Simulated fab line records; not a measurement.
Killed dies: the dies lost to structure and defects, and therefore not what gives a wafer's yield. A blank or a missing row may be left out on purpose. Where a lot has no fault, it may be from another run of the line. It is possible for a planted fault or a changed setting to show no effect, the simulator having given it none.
Matching of chambers || flow n5_finfet || N5_BEOL_M0_ALD_136 on ald_metal-02 has 4 sister chambers
The step deposits TaN, pulse time 2 s, purge time 3 s, co reactant purge time 2 s. 8 wafers are shown with their chamber, then 7 later ones without.

== WAFERS WITH THEIR CHAMBER ==
{"wafer": "L079.1", "chamber": 1, "heater_power_w (W)": 384}
{"wafer": "L081.1", "chamber": 1, "heater_power_w (W)": 380}
{"wafer": "L081.5", "chamber": 2, "heater_power_w (W)": 429}
{"wafer": "L083.1", "chamber": 0, "heater_power_w (W)": 413}
{"wafer": "L083.5", "chamber": 2, "heater_power_w (W)": 438}
{"wafer": "L083.6", "chamber": 3, "heater_power_w (W)": 392}
{"wafer": "L086.1", "chamber": 0, "heater_power_w (W)": 396}
{"wafer": "L086.2", "chamber": 3, "heater_power_w (W)": 395}

== WAFERS WITH NO CHAMBER GIVEN ==
{"wafer": "L086.5", "heater_power_w (W)": 422}
{"wafer": "L088.2", "heater_power_w (W)": 404}
{"wafer": "L088.3", "heater_power_w (W)": 380}
{"wafer": "L088.5", "heater_power_w (W)": 382}
{"wafer": "L089.1", "heater_power_w (W)": 433}
{"wafer": "L089.2", "heater_power_w (W)": 402}
{"wafer": "L089.4", "heater_power_w (W)": 406}

== CHAMBER TAKEN BY EACH ==
{"wafer": "L086.5", "from the rows above": "can't be placed: 2 or 0", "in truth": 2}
{"wafer": "L088.2", "from the rows above": "can't be placed: 0 or 3", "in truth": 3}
{"wafer": "L088.3", "from the rows above": "can't be placed: 1 or 3", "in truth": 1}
{"wafer": "L088.5", "from the rows above": "can't be placed: 1 or 3", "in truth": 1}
{"wafer": "L089.1", "from the rows above": 2, "in truth": 2}
{"wafer": "L089.2", "from the rows above": "can't be placed: 0 or 3", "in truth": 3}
{"wafer": "L089.4", "from the rows above": "can't be placed: 0 or 3", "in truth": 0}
Placed correctly: 1 of 7. Unplaceable from these rows: 6, with the true chamber sitting among the candidates in 6. Placed wrongly: 0.
How it was worked out, from the rows above alone: a wafer's distance from a chamber is the root of the sum, over the readings, of the square of ((its reading less the chamber's mean) divided by the reading's scatter). The wafer belongs to the nearest chamber; if the next one is less than 2 further off, it can't be placed. The mean given for a chamber averages the wafers shown for that chamber. The scatter: the root of (the sum of the squares of (reading less its chamber's mean) over the shown wafers, divided by (wafers less chambers)).
